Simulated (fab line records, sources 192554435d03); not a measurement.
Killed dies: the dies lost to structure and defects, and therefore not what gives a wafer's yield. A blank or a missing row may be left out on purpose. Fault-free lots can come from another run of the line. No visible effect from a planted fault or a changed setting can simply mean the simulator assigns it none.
fab line records :: flow n5Finfet
record:
  lots: 10
  wafers: 30
  lastDay: 21
route steps=1938 shown TV_LITHO@1886 PAD_METAL@1893 PASSIVATION@1901
lots that met no fault: taken from a fault-free run of the same line
startH: start of the lot's first displayed wafer, in hours after the record's first day :: waitH: hours since the lot's step before :: " the same as in the row above :: L1.1+2: one row covering several wafers at once :: - no value, or no start given :: * or withheld: withheld :: < > ~ a bound
route shown NAME@n: a module of which the file shows steps, and the number in the route of the first :: usual: average and standard deviation across the fault-free wafers :: same: alike in all rows :: chamber/n: place in a boat :: sites: each site's reading :: _std_site: their standard deviation :: _edge_site: outer sites' mean less inner sites' :: radiusMm: how far each site lies from the wafer's centre :: mask NAME#n: copy n :: behind: the most recent tool/chamber to have shaped the wafer :: hold: why the lot went on hold/how many hours it stayed there/how the hold came to an end :: device: which transistor (n, p or np) failed to switch :: end of line: the tests these same wafers got at the end of their route :: for a step that has no rows: nothing shown but its recipe :: killed: not the wafer's yield, but the dies lost to structure and defects at the first sort :: map: dies across one wafer; x = killed, . = not, _ = none there
set.NAME: the setting that was run; set.NAME@STEP: the one run at that earlier step :: model.NAME: the simulator's own value behind a step, which no gauge read
route steps across a sampled set of lots; one table per step, one row per wafer
services: when a tool's chamber went out of use (startH, in hours from the record's first day, below 0 if earlier), for how many hours, and the reason
== steps ==
step: N5_PASSIVATION_DESCUM_12
recipe:
  chemistry: O2
  timeS: 7.9
  sourcePowerW: 50
  biasPowerW: 20
  pressureMtorr: 20
  rfFrequencyHz: 2.712e+07
  tempC: 40
  o2FlowSccm: 225
usual:
  drypumpMotorCurrentA: 5.7/0.37
  oesProductAu: 0.82/0.085
  rfFwdPowerW: 49.69/0.18
  rfVppV: 243.0/1.6
  showerheadPlenumPTorr: 2.09/0.082
  throttleValvePct: 20.33/0.26
lot.wafer: L631.3
tool: rieDiel-06
chamber: 2
startH: 330.36
waitH: 0.0
drypumpMotorCurrentA: 5.2
oesProductAu: 0.82
rfFwdPowerW: 49.56
rfHoursCounterH: 68
rfVppV: 242.1
showerheadPlenumPTorr: 2.10
throttleValvePct: 19.90

lot.wafer: L631.4
tool: rieDiel-06
chamber: 3
startH: 330.36
waitH: 0.0
drypumpMotorCurrentA: 5.4
oesProductAu: 0.85
rfFwdPowerW: 49.91
rfHoursCounterH: 73
rfVppV: 243.0
showerheadPlenumPTorr: 2.00
throttleValvePct: 20.14

lot.wafer: L631.6
tool: rieDiel-06
chamber: 3
startH: 330.36
waitH: 0.0
drypumpMotorCurrentA: 5.4
oesProductAu: 0.84
rfFwdPowerW: 49.78
rfHoursCounterH: -
rfVppV: 242.5
showerheadPlenumPTorr: 2.00
throttleValvePct: 20.15

lot.wafer: L633.1
tool: rieDiel-06
chamber: 0
startH: 342.85
waitH: 0.0
drypumpMotorCurrentA: 6.2
oesProductAu: 0.76
rfFwdPowerW: 49.93
rfHoursCounterH: 137
rfVppV: 243.7
showerheadPlenumPTorr: 2.10
throttleValvePct: 20.33

lot.wafer: L633.4
tool: rieDiel-06
chamber: 3
startH: 342.85
waitH: 0.0
drypumpMotorCurrentA: 5.5
oesProductAu: 0.84
rfFwdPowerW: 49.77
rfHoursCounterH: 77
rfVppV: 243.0
showerheadPlenumPTorr: 2.00
throttleValvePct: 20.15

lot.wafer: L633.6
tool: rieDiel-06
chamber: 3
startH: 342.85
waitH: 0.0
drypumpMotorCurrentA: 5.4
oesProductAu: 0.84
rfFwdPowerW: 49.86
rfHoursCounterH: -
rfVppV: 242.2
showerheadPlenumPTorr: 2.00
throttleValvePct: 20.15

lot.wafer: L634.3
tool: rieDiel-02
chamber: 2
startH: 352.64
waitH: 0.1
drypumpMotorCurrentA: 5.6
oesProductAu: 0.73
rfFwdPowerW: 49.63
rfHoursCounterH: 190
rfVppV: 240.6
showerheadPlenumPTorr: 1.91
throttleValvePct: 20.59

lot.wafer: L634.5
tool: rieDiel-02
chamber: 3
startH: 352.64
waitH: 0.1
drypumpMotorCurrentA: 5.9
oesProductAu: 0.70
rfFwdPowerW: 49.61
rfHoursCounterH: -
rfVppV: 243.5
showerheadPlenumPTorr: 2.18
throttleValvePct: 20.68

lot.wafer: L634.6
tool: rieDiel-02
chamber: 0
startH: 352.64
waitH: 0.1
drypumpMotorCurrentA: 5.7
oesProductAu: 0.91
rfFwdPowerW: 49.52
rfHoursCounterH: -
rfVppV: 243.5
showerheadPlenumPTorr: 2.06
throttleValvePct: 20.55

lot.wafer: L635.2
tool: rieDiel-06
chamber: 2
startH: 381.21
waitH: 0.0
drypumpMotorCurrentA: 5.2
oesProductAu: 0.81
rfFwdPowerW: 49.65
rfHoursCounterH: 82
rfVppV: 243.2
showerheadPlenumPTorr: 2.09
throttleValvePct: 19.92

lot.wafer: L635.4
tool: rieDiel-06
chamber: 3
startH: 381.21
waitH: 0.0
drypumpMotorCurrentA: 5.4
oesProductAu: 0.83
rfFwdPowerW: 49.61
rfHoursCounterH: 89
rfVppV: 241.3
showerheadPlenumPTorr: 1.99
throttleValvePct: 20.17

lot.wafer: L635.6
tool: rieDiel-06
chamber: 0
startH: 381.21
waitH: 0.0
drypumpMotorCurrentA: 6.3
oesProductAu: 0.75
rfFwdPowerW: 49.82
rfHoursCounterH: -
rfVppV: 244.7
showerheadPlenumPTorr: 2.09
throttleValvePct: 20.36

lot.wafer: L639.2
tool: rieDiel-03
chamber: 2
startH: 385.80
waitH: 0.0
drypumpMotorCurrentA: 6.3
oesProductAu: 0.78
rfFwdPowerW: 49.52
rfHoursCounterH: 122
rfVppV: 241.4
showerheadPlenumPTorr: 2.18
throttleValvePct: 20.28

lot.wafer: L639.5
tool: rieDiel-03
chamber: 3
startH: 385.80
waitH: 0.0
drypumpMotorCurrentA: 5.2
oesProductAu: 0.82
rfFwdPowerW: 49.68
rfHoursCounterH: -
rfVppV: 245.1
showerheadPlenumPTorr: 2.17
throttleValvePct: 20.13

lot.wafer: L639.6
tool: rieDiel-03
chamber: 0
startH: 385.80
waitH: 0.0
drypumpMotorCurrentA: 6.1
oesProductAu: 0.76
rfFwdPowerW: 49.49
rfHoursCounterH: -
rfVppV: 243.8
showerheadPlenumPTorr: 2.11
throttleValvePct: 20.34

lot.wafer: L640.2
tool: rieDiel-06
chamber: 2
startH: 385.89
waitH: 0.0
drypumpMotorCurrentA: 5.2
oesProductAu: 0.81
rfFwdPowerW: 49.66
rfHoursCounterH: 83
rfVppV: 243.1
showerheadPlenumPTorr: 2.09
throttleValvePct: 19.92

lot.wafer: L640.3
tool: rieDiel-06
chamber: 0
startH: 385.89
waitH: 0.0
drypumpMotorCurrentA: 6.2
oesProductAu: 0.75
rfFwdPowerW: 49.76
rfHoursCounterH: 149
rfVppV: 245.1
showerheadPlenumPTorr: 2.09
throttleValvePct: 20.34

lot.wafer: L640.4
tool: rieDiel-06
chamber: 3
startH: 385.89
waitH: 0.0
drypumpMotorCurrentA: 5.4
oesProductAu: 0.83
rfFwdPowerW: 49.73
rfHoursCounterH: 90
rfVppV: 241.4
showerheadPlenumPTorr: 1.99
throttleValvePct: 20.18

lot.wafer: L644.2
tool: rieDiel-02
chamber: 2
startH: 425.07
waitH: 0.1
drypumpMotorCurrentA: 5.7
oesProductAu: 0.71
rfFwdPowerW: 49.86
rfHoursCounterH: 211
rfVppV: 239.1
showerheadPlenumPTorr: 1.91
throttleValvePct: 20.61

lot.wafer: L644.3
tool: rieDiel-02
chamber: 0
startH: 425.07
waitH: 0.1
drypumpMotorCurrentA: 5.8
oesProductAu: 0.89
rfFwdPowerW: 49.37
rfHoursCounterH: 55
rfVppV: 243.2
showerheadPlenumPTorr: 2.06
throttleValvePct: 20.59

lot.wafer: L644.5
tool: rieDiel-02
chamber: 2
startH: 425.07
waitH: 0.1
drypumpMotorCurrentA: 5.6
oesProductAu: 0.72
rfFwdPowerW: 49.55
rfHoursCounterH: -
rfVppV: 240.4
showerheadPlenumPTorr: 1.91
throttleValvePct: 20.63

lot.wafer: L651.2
tool: rieDiel-03
chamber: 0
startH: 449.44
waitH: 0.2
drypumpMotorCurrentA: 6.1
oesProductAu: 0.75
rfFwdPowerW: 49.49
rfHoursCounterH: 198
rfVppV: 243.0
showerheadPlenumPTorr: 2.10
throttleValvePct: 20.36

lot.wafer: L651.3
tool: rieDiel-03
chamber: 3
startH: 449.44
waitH: 0.2
drypumpMotorCurrentA: 5.1
oesProductAu: 0.79
rfFwdPowerW: 49.74
rfHoursCounterH: 117
rfVppV: 244.5
showerheadPlenumPTorr: 2.16
throttleValvePct: 20.17

lot.wafer: L651.4
tool: rieDiel-03
chamber: 2
startH: 449.44
waitH: 0.2
drypumpMotorCurrentA: 6.3
oesProductAu: 0.78
rfFwdPowerW: 49.36
rfHoursCounterH: 146
rfVppV: 244.8
showerheadPlenumPTorr: 2.17
throttleValvePct: 20.33

lot.wafer: L649.1
tool: rieDiel-02
chamber: 2
startH: 461.78
waitH: 0.4
drypumpMotorCurrentA: 5.7
oesProductAu: 0.70
rfFwdPowerW: 49.63
rfHoursCounterH: 226
rfVppV: 239.7
showerheadPlenumPTorr: 1.90
throttleValvePct: 20.64

lot.wafer: L649.4
tool: rieDiel-02
chamber: 0
startH: 461.78
waitH: 0.4
drypumpMotorCurrentA: 5.8
oesProductAu: 0.86
rfFwdPowerW: 49.62
rfHoursCounterH: 70
rfVppV: 241.3
showerheadPlenumPTorr: 2.05
throttleValvePct: 20.62

lot.wafer: L649.6
tool: rieDiel-02
chamber: 0
startH: 461.78
waitH: 0.4
drypumpMotorCurrentA: 5.8
oesProductAu: 0.86
rfFwdPowerW: 49.72
rfHoursCounterH: -
rfVppV: 242.9
showerheadPlenumPTorr: 2.05
throttleValvePct: 20.60

lot.wafer: L652.2
tool: rieDiel-02
chamber: 0
startH: 502.39
waitH: 0.4
drypumpMotorCurrentA: 5.8
oesProductAu: 0.84
rfFwdPowerW: 49.42
rfHoursCounterH: 82
rfVppV: 244.2
showerheadPlenumPTorr: 2.05
throttleValvePct: 20.62

lot.wafer: L652.3
tool: rieDiel-02
chamber: 1
startH: 502.39
waitH: 0.4
drypumpMotorCurrentA: 5.4
oesProductAu: 0.70
rfFwdPowerW: 49.85
rfHoursCounterH: 227
rfVppV: 239.7
showerheadPlenumPTorr: 1.99
throttleValvePct: 20.38

lot.wafer: L652.5
tool: rieDiel-02
chamber: 3
startH: 502.39
waitH: 0.4
drypumpMotorCurrentA: 5.8
oesProductAu: 0.96
rfFwdPowerW: 49.98
rfHoursCounterH: -
rfVppV: 244.3
showerheadPlenumPTorr: 2.16
throttleValvePct: 20.19
step: N5_PASSIVATION_DEGAS_18
recipe:
  ambient: vacuum
  tempC: 300
  timeS: 60
usual:
  heaterPowerW: 461/47
lot.wafer: L631.3
tool: pvdSputter-03
chamber: -
startH: 330.95
waitH: 0.0
heaterPowerW: 418

lot.wafer: L631.4
tool: pvdSputter-03
chamber: -
startH: 330.95
waitH: 0.0
heaterPowerW: 415

lot.wafer: L631.6
tool: pvdSputter-03
chamber: -
startH: 330.95
waitH: 0.0
heaterPowerW: 426

lot.wafer: L633.1
tool: pvdSputter-03
chamber: -
startH: 343.43
waitH: 0.0
heaterPowerW: 452

lot.wafer: L633.4
tool: pvdSputter-03
chamber: -
startH: 343.43
waitH: 0.0
heaterPowerW: 474

lot.wafer: L633.6
tool: pvdSputter-03
chamber: -
startH: 343.43
waitH: 0.0
heaterPowerW: 456

lot.wafer: L634.3
tool: pvdSputter-03
chamber: -
startH: 353.48
waitH: 0.3
heaterPowerW: 423

lot.wafer: L634.5
tool: pvdSputter-03
chamber: -
startH: 353.48
waitH: 0.3
heaterPowerW: 439

lot.wafer: L634.6
tool: pvdSputter-03
chamber: -
startH: 353.48
waitH: 0.3
heaterPowerW: 456

lot.wafer: L635.2
tool: pvdSputter-03
chamber: -
startH: 385.46
waitH: 3.7
heaterPowerW: 461

lot.wafer: L635.4
tool: pvdSputter-03
chamber: -
startH: 385.46
waitH: 3.7
heaterPowerW: 409

lot.wafer: L635.6
tool: pvdSputter-03
chamber: -
startH: 385.46
waitH: 3.7
heaterPowerW: 409

lot.wafer: L639.2
tool: pvdSputter-03
chamber: -
startH: 386.56
waitH: 0.2
heaterPowerW: 415

lot.wafer: L639.5
tool: pvdSputter-03
chamber: -
startH: 386.56
waitH: 0.2
heaterPowerW: 414

lot.wafer: L639.6
tool: pvdSputter-03
chamber: -
startH: 386.56
waitH: 0.2
heaterPowerW: 449

lot.wafer: L640.2
tool: pvdSputter-01
chamber: -
startH: 386.81
waitH: 0.4
heaterPowerW: 445

lot.wafer: L640.3
tool: pvdSputter-01
chamber: -
startH: 386.81
waitH: 0.4
heaterPowerW: 446

lot.wafer: L640.4
tool: pvdSputter-01
chamber: -
startH: 386.81
waitH: 0.4
heaterPowerW: 467

lot.wafer: L644.2
tool: pvdSputter-01
chamber: -
startH: 425.80
waitH: 0.2
heaterPowerW: 478

lot.wafer: L644.3
tool: pvdSputter-01
chamber: -
startH: 425.80
waitH: 0.2
heaterPowerW: 448

lot.wafer: L644.5
tool: pvdSputter-01
chamber: -
startH: 425.80
waitH: 0.2
heaterPowerW: 476

lot.wafer: L651.2
tool: pvdSputter-01
chamber: -
startH: 450.40
waitH: 0.4
heaterPowerW: 445

lot.wafer: L651.3
tool: pvdSputter-01
chamber: -
startH: 450.40
waitH: 0.4
heaterPowerW: 445

lot.wafer: L651.4
tool: pvdSputter-01
chamber: -
startH: 450.40
waitH: 0.4
heaterPowerW: 468

lot.wafer: L649.1
tool: pvdSputter-02
chamber: -
startH: 463.16
waitH: 0.8
heaterPowerW: 535

lot.wafer: L649.4
tool: pvdSputter-02
chamber: -
startH: 463.16
waitH: 0.8
heaterPowerW: 446

lot.wafer: L649.6
tool: pvdSputter-02
chamber: -
startH: 463.16
waitH: 0.8
heaterPowerW: 537

lot.wafer: L652.2
tool: pvdSputter-02
chamber: -
startH: 503.11
waitH: 0.2
heaterPowerW: 446

lot.wafer: L652.3
tool: pvdSputter-02
chamber: -
startH: 503.11
waitH: 0.2
heaterPowerW: 573

lot.wafer: L652.5
tool: pvdSputter-02
chamber: -
startH: 503.11
waitH: 0.2
heaterPowerW: 439
step: N5_PASSIVATION_EXPOSE_27
recipe:
  maskId: PAD
  na: 0.55
  sourceShape: conventional
  sigmaOuter: 0.8
  polarization: unpolarized
  defocusNm: 0
  doseMj: 32.3
usual:
  exposureDoseMJCm2: 32.30/0.032
lot.wafer: L631.3
tool: krfScanner-01
chamber: 0
startH: 331.56
waitH: -
mask: PAD#0
exposureDoseMJCm2: 32.32

lot.wafer: L631.4
tool: krfScanner-01
chamber: 0
startH: 331.56
waitH: -
mask: PAD#0
exposureDoseMJCm2: 32.34

lot.wafer: L631.6
tool: krfScanner-01
chamber: 0
startH: 331.56
waitH: -
mask: PAD#0
exposureDoseMJCm2: 32.27

lot.wafer: L633.1
tool: krfScanner-02
chamber: 0
startH: 344.03
waitH: -
mask: PAD#0
exposureDoseMJCm2: 32.34

lot.wafer: L633.4
tool: krfScanner-02
chamber: 0
startH: 344.03
waitH: -
mask: PAD#0
exposureDoseMJCm2: 32.34

lot.wafer: L633.6
tool: krfScanner-02
chamber: 0
startH: 344.03
waitH: -
mask: PAD#0
exposureDoseMJCm2: 32.33

lot.wafer: L634.3
tool: krfScanner-01
chamber: 0
startH: 354.09
waitH: -
mask: PAD#0
exposureDoseMJCm2: 32.31

lot.wafer: L634.5
tool: krfScanner-01
chamber: 0
startH: 354.09
waitH: -
mask: PAD#0
exposureDoseMJCm2: 32.30

lot.wafer: L634.6
tool: krfScanner-01
chamber: 0
startH: 354.09
waitH: -
mask: PAD#0
exposureDoseMJCm2: 32.31

lot.wafer: L635.2
tool: krfScanner-02
chamber: 0
startH: 385.94
waitH: -
mask: PAD#0
exposureDoseMJCm2: 32.28

lot.wafer: L635.4
tool: krfScanner-02
chamber: 0
startH: 385.94
waitH: -
mask: PAD#0
exposureDoseMJCm2: 32.26

lot.wafer: L635.6
tool: krfScanner-02
chamber: 0
startH: 385.94
waitH: -
mask: PAD#0
exposureDoseMJCm2: 32.30

lot.wafer: L639.2
tool: krfScanner-02
chamber: 0
startH: 387.04
waitH: -
mask: PAD#0
exposureDoseMJCm2: 32.32

lot.wafer: L639.5
tool: krfScanner-02
chamber: 0
startH: 387.04
waitH: -
mask: PAD#0
exposureDoseMJCm2: 32.35

lot.wafer: L639.6
tool: krfScanner-02
chamber: 0
startH: 387.04
waitH: -
mask: PAD#0
exposureDoseMJCm2: 32.31

lot.wafer: L640.2
tool: krfScanner-01
chamber: 0
startH: 387.42
waitH: -
mask: PAD#0
exposureDoseMJCm2: 32.28

lot.wafer: L640.3
tool: krfScanner-01
chamber: 0
startH: 387.42
waitH: -
mask: PAD#0
exposureDoseMJCm2: 32.31

lot.wafer: L640.4
tool: krfScanner-01
chamber: 0
startH: 387.42
waitH: -
mask: PAD#0
exposureDoseMJCm2: 32.29

lot.wafer: L644.2
tool: krfScanner-01
chamber: 0
startH: 426.41
waitH: -
mask: PAD#0
exposureDoseMJCm2: 32.26

lot.wafer: L644.3
tool: krfScanner-01
chamber: 0
startH: 426.41
waitH: -
mask: PAD#0
exposureDoseMJCm2: 32.27

lot.wafer: L644.5
tool: krfScanner-01
chamber: 0
startH: 426.41
waitH: -
mask: PAD#0
exposureDoseMJCm2: 32.28

lot.wafer: L651.2
tool: krfScanner-01
chamber: 0
startH: 450.89
waitH: -
mask: PAD#0
exposureDoseMJCm2: 32.26

lot.wafer: L651.3
tool: krfScanner-01
chamber: 0
startH: 450.89
waitH: -
mask: PAD#0
exposureDoseMJCm2: 32.23

lot.wafer: L651.4
tool: krfScanner-01
chamber: 0
startH: 450.89
waitH: -
mask: PAD#0
exposureDoseMJCm2: 32.27

lot.wafer: L649.1
tool: krfScanner-01
chamber: 0
startH: 463.64
waitH: -
mask: PAD#0
exposureDoseMJCm2: 36.78

lot.wafer: L649.4
tool: krfScanner-01
chamber: 0
startH: 463.64
waitH: -
mask: PAD#0
exposureDoseMJCm2: 36.78

lot.wafer: L649.6
tool: krfScanner-01
chamber: 0
startH: 463.64
waitH: -
mask: PAD#0
exposureDoseMJCm2: 36.76

lot.wafer: L652.2
tool: krfScanner-01
chamber: 0
startH: 503.60
waitH: -
mask: PAD#0
exposureDoseMJCm2: 36.69

lot.wafer: L652.3
tool: krfScanner-01
chamber: 0
startH: 503.60
waitH: -
mask: PAD#0
exposureDoseMJCm2: 36.70

lot.wafer: L652.5
tool: krfScanner-01
chamber: 0
startH: 503.60
waitH: -
mask: PAD#0
exposureDoseMJCm2: 36.71
step: N5_PASSIVATION_CD_MEAS_30
recipe:
  targetCdNm: 4000
  landingEnergyEv: 500
  detector: seInlens
  polarity: opening
usual:
  cdNm: 3999.3/2.4
lot.wafer: L631.3
tool: cdSem-02
chamber: 0
startH: 331.72
waitH: -
cdNm: 4001.4

lot.wafer: L631.4
tool: cdSem-02
chamber: 0
startH: 331.72
waitH: -
cdNm: 3997.5

lot.wafer: L631.6
tool: cdSem-02
chamber: 0
startH: 331.72
waitH: -
cdNm: 3997.5

lot.wafer: L633.1
tool: cdSem-02
chamber: 0
startH: 344.20
waitH: -
cdNm: 4002.6

lot.wafer: L633.4
tool: cdSem-02
chamber: 0
startH: 344.20
waitH: -
cdNm: 3999.8

lot.wafer: L633.6
tool: cdSem-02
chamber: 0
startH: 344.20
waitH: -
cdNm: 3998.9

lot.wafer: L634.3
tool: cdSem-02
chamber: 0
startH: 354.25
waitH: -
cdNm: 4001.8

lot.wafer: L634.5
tool: cdSem-02
chamber: 0
startH: 354.25
waitH: -
cdNm: 4002.1

lot.wafer: L634.6
tool: cdSem-02
chamber: 0
startH: 354.25
waitH: -
cdNm: 3999.6

lot.wafer: L635.2
tool: cdSem-01
chamber: 0
startH: 386.12
waitH: -
cdNm: 4001.5

lot.wafer: L635.4
tool: cdSem-01
chamber: 0
startH: 386.12
waitH: -
cdNm: 3999.8

lot.wafer: L635.6
tool: cdSem-01
chamber: 0
startH: 386.12
waitH: -
cdNm: 3996.6

lot.wafer: L639.2
tool: cdSem-01
chamber: 0
startH: 387.22
waitH: -
cdNm: 4001.5

lot.wafer: L639.5
tool: cdSem-01
chamber: 0
startH: 387.22
waitH: -
cdNm: 3997.8

lot.wafer: L639.6
tool: cdSem-01
chamber: 0
startH: 387.22
waitH: -
cdNm: 4000.5

lot.wafer: L640.2
tool: cdSem-02
chamber: 0
startH: 387.59
waitH: -
cdNm: 3996.3

lot.wafer: L640.3
tool: cdSem-02
chamber: 0
startH: 387.59
waitH: -
cdNm: 4001.5

lot.wafer: L640.4
tool: cdSem-02
chamber: 0
startH: 387.59
waitH: -
cdNm: 3999.1

lot.wafer: L644.2
tool: cdSem-01
chamber: 0
startH: 426.58
waitH: -
cdNm: 3995.2

lot.wafer: L644.3
tool: cdSem-01
chamber: 0
startH: 426.58
waitH: -
cdNm: 3995.2

lot.wafer: L644.5
tool: cdSem-01
chamber: 0
startH: 426.58
waitH: -
cdNm: 4001.2

lot.wafer: L651.2
tool: cdSem-02
chamber: 0
startH: 451.06
waitH: -
cdNm: 4000.5

lot.wafer: L651.3
tool: cdSem-02
chamber: 0
startH: 451.06
waitH: -
cdNm: 3997.7

lot.wafer: L651.4
tool: cdSem-02
chamber: 0
startH: 451.06
waitH: -
cdNm: 3999.9

lot.wafer: L649.1
tool: cdSem-01
chamber: 0
startH: 463.81
waitH: -
cdNm: 4022.2

lot.wafer: L649.4
tool: cdSem-01
chamber: 0
startH: 463.81
waitH: -
cdNm: 4020.0

lot.wafer: L649.6
tool: cdSem-01
chamber: 0
startH: 463.81
waitH: -
cdNm: 4016.3

lot.wafer: L652.2
tool: cdSem-02
chamber: 0
startH: 503.77
waitH: -
cdNm: 4022.7

lot.wafer: L652.3
tool: cdSem-02
chamber: 0
startH: 503.77
waitH: -
cdNm: 4019.4

lot.wafer: L652.5
tool: cdSem-02
chamber: 0
startH: 503.77
waitH: -
cdNm: 4023.2
step: N5_PASSIVATION_INSPECT_64
recipe:
  mode: adi
  inspectInstrument: macro
usual:
  rawDefectCount: 2.3/1.5
lot.wafer: L631.3
tool: defectInspect-02
chamber: -
startH: 331.78
waitH: 0.0
rawDefectCount: 0

lot.wafer: L631.4
tool: defectInspect-02
chamber: -
startH: 331.78
waitH: 0.0
rawDefectCount: 2

lot.wafer: L631.6
tool: defectInspect-02
chamber: -
startH: 331.78
waitH: 0.0
rawDefectCount: 3

lot.wafer: L633.1
tool: defectInspect-02
chamber: -
startH: 344.26
waitH: 0.0
rawDefectCount: 1

lot.wafer: L633.4
tool: defectInspect-02
chamber: -
startH: 344.26
waitH: 0.0
rawDefectCount: 1

lot.wafer: L633.6
tool: defectInspect-02
chamber: -
startH: 344.26
waitH: 0.0
rawDefectCount: 5

lot.wafer: L634.3
tool: defectInspect-02
chamber: -
startH: 354.31
waitH: 0.0
rawDefectCount: 0

lot.wafer: L634.5
tool: defectInspect-02
chamber: -
startH: 354.31
waitH: 0.0
rawDefectCount: 3

lot.wafer: L634.6
tool: defectInspect-02
chamber: -
startH: 354.31
waitH: 0.0
rawDefectCount: 5

lot.wafer: L635.2
tool: defectInspect-01
chamber: -
startH: 386.17
waitH: 0.0
rawDefectCount: 3

lot.wafer: L635.4
tool: defectInspect-01
chamber: -
startH: 386.17
waitH: 0.0
rawDefectCount: 1

lot.wafer: L635.6
tool: defectInspect-01
chamber: -
startH: 386.17
waitH: 0.0
rawDefectCount: 2

lot.wafer: L639.2
tool: defectInspect-01
chamber: -
startH: 387.27
waitH: 0.0
rawDefectCount: 2

lot.wafer: L639.5
tool: defectInspect-01
chamber: -
startH: 387.27
waitH: 0.0
rawDefectCount: 4

lot.wafer: L639.6
tool: defectInspect-01
chamber: -
startH: 387.27
waitH: 0.0
rawDefectCount: 1

lot.wafer: L640.2
tool: defectInspect-01
chamber: -
startH: 387.64
waitH: 0.0
rawDefectCount: 1

lot.wafer: L640.3
tool: defectInspect-01
chamber: -
startH: 387.64
waitH: 0.0
rawDefectCount: 0

lot.wafer: L640.4
tool: defectInspect-01
chamber: -
startH: 387.64
waitH: 0.0
rawDefectCount: 3

lot.wafer: L644.2
tool: defectInspect-02
chamber: -
startH: 426.66
waitH: 0.0
rawDefectCount: 2

lot.wafer: L644.3
tool: defectInspect-02
chamber: -
startH: 426.66
waitH: 0.0
rawDefectCount: 2

lot.wafer: L644.5
tool: defectInspect-02
chamber: -
startH: 426.66
waitH: 0.0
rawDefectCount: 0

lot.wafer: L651.2
tool: defectInspect-02
chamber: -
startH: 451.11
waitH: 0.0
rawDefectCount: 2

lot.wafer: L651.3
tool: defectInspect-02
chamber: -
startH: 451.11
waitH: 0.0
rawDefectCount: 1

lot.wafer: L651.4
tool: defectInspect-02
chamber: -
startH: 451.11
waitH: 0.0
rawDefectCount: 3

lot.wafer: L649.1
tool: defectInspect-01
chamber: -
startH: 463.87
waitH: 0.0
rawDefectCount: 2

lot.wafer: L649.4
tool: defectInspect-01
chamber: -
startH: 463.87
waitH: 0.0
rawDefectCount: 5

lot.wafer: L649.6
tool: defectInspect-01
chamber: -
startH: 463.87
waitH: 0.0
rawDefectCount: 5

lot.wafer: L652.2
tool: defectInspect-02
chamber: -
startH: 503.82
waitH: 0.0
rawDefectCount: 4

lot.wafer: L652.3
tool: defectInspect-02
chamber: -
startH: 503.82
waitH: 0.0
rawDefectCount: 4

lot.wafer: L652.5
tool: defectInspect-02
chamber: -
startH: 503.82
waitH: 0.0
rawDefectCount: 1
== services ==
tool: rieDiel-03
chamber: 1
startH: 329.37
hours: 6.6
kind: repair

tool: rieDiel-03
chamber: 1
startH: 340.94
hours: 8.2
kind: repair

tool: krfScanner-01
chamber: -
startH: 351.22
hours: 0.2
kind: repair

tool: rieDiel-03
chamber: 0
startH: 353.27
hours: 4.3
kind: repair

tool: krfScanner-01
chamber: -
startH: 357.58
hours: 0.8
kind: pm

tool: krfScanner-02
chamber: -
startH: 368.23
hours: 1.3
kind: pm

tool: krfScanner-02
chamber: -
startH: 380.22
hours: 1.9
kind: repair

tool: rieDiel-02
chamber: 0
startH: 384.42
hours: 8.9
kind: repair

tool: krfScanner-01
chamber: -
startH: 392.48
hours: 1.3
kind: pm

tool: krfScanner-02
chamber: -
startH: 398.92
hours: 0.8
kind: pm

tool: rieDiel-02
chamber: 1
startH: 402.36
hours: 6.6
kind: repair

tool: krfScanner-02
chamber: -
startH: 405.31
hours: 1.0
kind: pm

tool: rieDiel-02
chamber: 2
startH: 408.53
hours: 8.2
kind: repair

tool: krfScanner-01
chamber: -
startH: 412.05
hours: 1.0
kind: pm

tool: rieDiel-06
chamber: -
startH: 416.45
hours: 15.6
kind: pm

tool: krfScanner-01
chamber: 0
startH: 416.45
hours: -
kind: calibration

tool: pvdSputter-03
chamber: -
startH: 423.06
hours: 8.9
kind: repair

tool: rieDiel-03
chamber: 1
startH: 423.86
hours: 10.7
kind: repair

tool: krfScanner-01
chamber: -
startH: 432.29
hours: 1.0
kind: repair

tool: rieDiel-03
chamber: 2
startH: 433.58
hours: 1.2
kind: repair

tool: pvdSputter-01
chamber: -
startH: 443.95
hours: 4.9
kind: repair

tool: pvdSputter-03
chamber: -
startH: 444.22
hours: 1.9
kind: repair

tool: krfScanner-02
chamber: -
startH: 455.71
hours: 11.6
kind: pm

tool: pvdSputter-02
chamber: -
startH: 487.64
hours: 2.6
kind: repair
== key ==
firstSign:
  step: N5_PASSIVATION_EXPOSE_27
  reading: exposureDoseMJCm2
  direction: up
  sigmas: 99+
  usual: 32.30
  struck: 36.73
effect:
  step: N5_PASSIVATION_CD_MEAS_30
  reading: cdNm
  direction: up
  sigmas: 9
  usual: 3999.3
  struck: 4020.7
metAt N5_PASSIVATION_EXPOSE_27
struckLots L649,L652
notActingAt N5_PASSIVATION_DESCUM_12,N5_PASSIVATION_DEGAS_18,N5_PASSIVATION_INSPECT_64
onsetBetween 450.89 463.64
fault:
  kind: processParameterDrift
  tool: krfScanner-01
  chamber: -
  onsetH: 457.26
  steps: N5_PASSIVATION_EXPOSE_27
  channel: doseMj
  offset: 4.4111
  shape: step
  actsIn: theseRecipesOnly
  stated: 32.3
